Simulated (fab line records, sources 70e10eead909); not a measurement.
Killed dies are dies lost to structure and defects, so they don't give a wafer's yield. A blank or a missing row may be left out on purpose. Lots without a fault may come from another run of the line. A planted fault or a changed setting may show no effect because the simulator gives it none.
One fault seen from 2 desks | flow nand_harc | each desk has only its own numbers; what lay behind them comes last

THE METROLOGY DESK
What the gauges read, lot by lot, whatever tool the lot ran on: means of the sampled wafers that have a number. A lot is out of limits, marked OUT, if its mean lies more than 4 standard deviations from the usual mean; the brackets give that distance.
Columns: A = cd_nm at NHARC_A_M0_CD_MEAS_09, usual 79.6 nm; B = overlay_x_nm at NHARC_A_M0_OVL_MEAS_10, usual -0.2 nm; C = overlay_y_nm at NHARC_A_M0_OVL_MEAS_10, usual 0.0 nm
lot  | first seen here | A               | B    | C
L245 | day 22 13:38    | 79.5            | 0.4  | 0.0
L247 | day 22 20:47    | 79.4            | 0.7  | -1.3
L248 | day 23 19:39    | 79.5            | -0.3 | 0.7
L249 | day 23 20:07    | 78.8            | -1.4 | -0.4
L250 | day 24 02:33    | 79.3            | 0.2  | 0.5
L252 | day 25 17:43    | 78.8            | -0.5 | 0.9
L253 | day 26 14:44    | 108.2 (+41) OUT | 0.9  | -0.7
L255 | day 26 18:08    | 103.2 (+34) OUT | -0.3 | 0.8
L259 | day 28 15:40    | 79.9            | -0.5 | 0.5
L265 | day 31 20:40    | 79.7            | -1.0 | 1.3
L268 | day 32 02:04    | 79.0            | 0.2  | -0.2
This desk's finding: out of limits on L253, L255; first on L253, day 26 14:44 (cd_nm at NHARC_A_M0_CD_MEAS_09). In limits: L245, L247, L248, L249, L250, L252, L259, L265, L268.

THE TOOL OWNER'S DESK: arfi_scanner-02
The tool's own readings at NHARC_A_M0_EXPOSE_06 (exposes mask A M0, target cd 80 nm): means of the sampled wafers that have a number, for each lot that ran on this tool. A lot is out of limits, marked OUT, if its mean lies more than 4 standard deviations from the usual mean; the brackets give that distance.
Columns: A = exposure_dose_mJ_cm2 at NHARC_A_M0_EXPOSE_06, usual 83.15
lot  | first seen here | A
L248 | day 23 19:31    | 83.11
L250 | day 24 02:25    | 83.16
L252 | day 25 17:35    | 83.24
L253 | day 26 14:37    | 126.91 (+99 or more) OUT
L255 | day 26 18:00    | 118.54 (+99 or more) OUT
This desk's finding: out of limits on L253, L255; first on L253, day 26 14:37 (exposure_dose_mJ_cm2 at NHARC_A_M0_EXPOSE_06). In limits: L248, L250, L252.

PUT TOGETHER
The tool owner's desk could have raised an alarm at day 26 14:37, on L253, L255.
The metrology desk could have raised an alarm at day 26 14:44, on L253, L255.
Of the lots named, all ran NHARC_A_M0_EXPOSE_06 on arfi_scanner-02.

WHAT THE SIMULATOR HAD PUT IN
Process parameter drift: arfi_scanner-02, from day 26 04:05 on, at NHARC_A_M0_EXPOSE_06. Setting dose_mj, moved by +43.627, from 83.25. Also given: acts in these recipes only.
Lots struck among those shown: L253, L255.
Hours from the fault's start to each desk's first reading out of limits: the tool owner's desk, 11; the metrology desk, 11.
